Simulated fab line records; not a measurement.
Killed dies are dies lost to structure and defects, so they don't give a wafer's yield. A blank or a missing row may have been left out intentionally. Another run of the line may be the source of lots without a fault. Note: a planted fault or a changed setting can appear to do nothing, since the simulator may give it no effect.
The same fault as seen by 3 desks | flow n5_finfet | only its own numbers are on each desk; what lay behind them is given at the end

== AT THE TOOL OWNER'S DESK: pecvd-01 ==
The tool's own readings at N5_ZERO_LAYER_PECVD_02 (deposits SiO2 from SiH4/N2O, target thk 10 nm, time 6 s): means of the sampled wafers that have a number, for each lot that ran on this tool. A lot is out of limits, marked OUT, if its mean lies more than 4 standard deviations from the usual mean; the brackets give that distance.
Columns: A = heater_power_w at N5_ZERO_LAYER_PECVD_02, usual 781 W; B = showerhead_plenum_p_Torr at N5_ZERO_LAYER_PECVD_02, usual 8.18 Torr
lot  | first seen here | A   | B
L316 | day 2 18:32     | 811 | 8.02
L324 | day 4 18:17     | 767 | 8.08
L328 | day 5 18:17     | 714 | 8.06
This desk found nothing out of limits on any of the 3 lots.

== AT THE METROLOGY DESK ==
What the gauges read, lot by lot, whatever tool the lot ran on: means of the sampled wafers that have a number. A lot is out of limits, marked OUT, if its mean lies more than 4 standard deviations from the usual mean; the brackets give that distance. Readings shown: 7 of its 10, picked as those furthest out on some lot.
Columns: A = DIBL_P at N5_BEOL_M4_RC_MEAS_101, usual 36.5 mV/V; B = IOFF_N at N5_BEOL_M4_RC_MEAS_101, usual 0.163 nA/um; C = IOFF_P at N5_BEOL_M4_RC_MEAS_101, usual 0.219 nA/um; D = ION_N at N5_BEOL_M4_RC_MEAS_101, usual 675 uA/um; E = ION_P at N5_BEOL_M4_RC_MEAS_101, usual 464 uA/um; F = VT_N at N5_BEOL_M4_RC_MEAS_101, usual 249.7 mV; G = VT_P at N5_BEOL_M4_RC_MEAS_101, usual -250 mV
lot  | first seen here | A    | B     | C     | D   | E   | F     | G
L311 | day 7 21:17     | 36.6 | 0.159 | 0.209 | 673 | 462 | 250.1 | -250
L316 | day 9 09:36     | 36.6 | 0.178 | 0.215 | 678 | 465 | 250.2 | -252
L324 | day 11 06:27    | 37.7 | 0.180 | 0.285 | 685 | 479 | 245.8 | -242
L328 | day 12 08:04    | 37.3 | 0.180 | 0.247 | 687 | 470 | 247.2 | -246
L332 | day 13 10:13    | 35.7 | 0.147 | 0.178 | 664 | 453 | 252.3 | -254
L334 | day 14 05:02    | 34.5 | 0.139 | 0.207 | 673 | 468 | 250.8 | -249
This desk found nothing out of limits on any of the 6 lots.

== THE DEFECT DESK ==
Per lot, the means of the sampled wafers with a number show what the inspections along the route counted. A lot is out of limits, marked OUT, if its mean lies more than 4 standard deviations from the usual mean; the brackets give that distance.
Columns: A = raw_defect_count at N5_START_INSPECT_01, usual 5.9
lot  | first seen here | A
L311 | day 1 12:07     | 6.3
L316 | day 2 18:02     | 3.3
L324 | day 4 18:02     | 4.7
L328 | day 5 18:02     | 4.7
L332 | day 6 18:02     | 6.3
L334 | day 7 06:02     | 4.7
This desk found nothing out of limits on any of the 6 lots.

== ALL TOGETHER ==
The tool owner's desk saw nothing out of limits.
From the metrology desk's view, nothing was out of limits.
Nothing the defect desk looked at was out of limits.

== WHAT WAS PUT IN BY THE SIMULATOR ==
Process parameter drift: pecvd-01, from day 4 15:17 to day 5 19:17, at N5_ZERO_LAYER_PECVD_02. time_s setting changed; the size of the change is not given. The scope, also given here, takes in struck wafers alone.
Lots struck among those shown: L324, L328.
